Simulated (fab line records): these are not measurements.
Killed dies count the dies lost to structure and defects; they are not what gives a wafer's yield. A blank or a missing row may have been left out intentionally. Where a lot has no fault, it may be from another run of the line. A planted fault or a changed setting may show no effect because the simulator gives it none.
Split-lot experiment	flow n5-finfet	7 lots, 21 wafers read, on a route of 1938 steps

## SPLIT DETAILS
At N5_BEOL_M3_COAT_76 (time 60 s, resist thk 5 nm), the setting spin-rpm was moved away from the recipe's 1500 rpm on 4 of the 21 wafers read, by +3.7% to +10.7%. For the rest of the wafers, this setting stayed at what the recipe calls for.

## FROM THE SPLIT TO THE READING: what the file shows between them, 3 steps
- N5_BEOL_M3_COAT_22: resist thk 30 nm
- N5_BEOL_M3_EBR_24
- N5_BEOL_M3_DESCUM_33: chemistry O2, time 7 s

## THE READING
etch.depth-nm (the simulator's own value, which no gauge read), in nm, at N5_BEOL_M3_ETCH_77 (etches underlayer in N2/H2, target depth 6.5 nm, time 5.2 s). The file gives no usual value for it. Across the 17 wafers here that went through the recipe, the average is 4.994 nm and the standard deviation 0.012 nm.

wafer	tool, chamber at the split	spin-rpm as run, rpm	against the recipe	etch.depth-nm, nm	against lot-mates on the recipe
L074.2	litho-track-04, 0	1500	recipe	5	-
L074.3	litho-track-04, 0	1500	recipe	4.98	-
L074.6	litho-track-04, 0	1500	recipe	4.984	-
L075.1	litho-track-01, 0	1500	recipe	5.015	-
L075.4	litho-track-01, 0	1500	recipe	5.011	-
L075.6	litho-track-01, 0	1500	recipe	5.009	-
L086.3	litho-track-04, 0	1500	recipe	4.985	-
L086.5	litho-track-04, 0	1500	recipe	4.981	-
L086.6	litho-track-04, 0	1500	recipe	4.976	-
L088.2	litho-track-03, 0	1500	recipe	5.007	-
L088.3	litho-track-03, 0	1500	recipe	5.001	-
L088.6	litho-track-03, 0	1500	recipe	4.99	-
L089.1	litho-track-04, 0	1500	recipe	4.995	-
L089.4	litho-track-04, 0	1660	+10.7%	4.748	-0.252
L089.6	litho-track-04, 0	1500	recipe	5.005	-
L095.1	litho-track-04, 0	1500	recipe	4.99	-
L095.3	litho-track-04, 0	1575	+5.0%	4.856	-0.133
L095.4	litho-track-04, 0	1500	recipe	4.988	-
L096.1	litho-track-03, 0	1555	+3.7%	4.901	-0.085
L096.2	litho-track-03, 0	1555	+3.7%	4.913	-0.073
L096.6	litho-track-03, 0	1500	recipe	4.986	-

THE FIT
A straight line over all 21 wafers: etch.depth-nm changes by -0.0238 nm for each +1% of spin-rpm; r = -0.98; the points scatter about the line by 0.012 nm.
The same after taking each lot's own level away (the mean of its wafers on the recipe; 21 wafers): -0.0238 nm for each +1%; r = -0.99; scatter 0.0068 nm.
The reading moves by 0.25 nm for the largest change in spin-rpm, on that fit.
The span of the lots' own levels, 4.9807 to 5.0117 nm, comes to 2.6 times the standard deviation stated above.
So the lot-to-lot level changes the slope little: the two slopes agree.
Check: -0.256 nm against its lot-mates is what the line predicts for one of the wafers moved furthest among these (+10.7%) when that wafer is left out of the fit. It came out at -0.252 nm against them.

## THE FILE'S OWN FIT
etch.depth-nm changes by -0.0239 nm for each +1% of spin-rpm, r = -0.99.
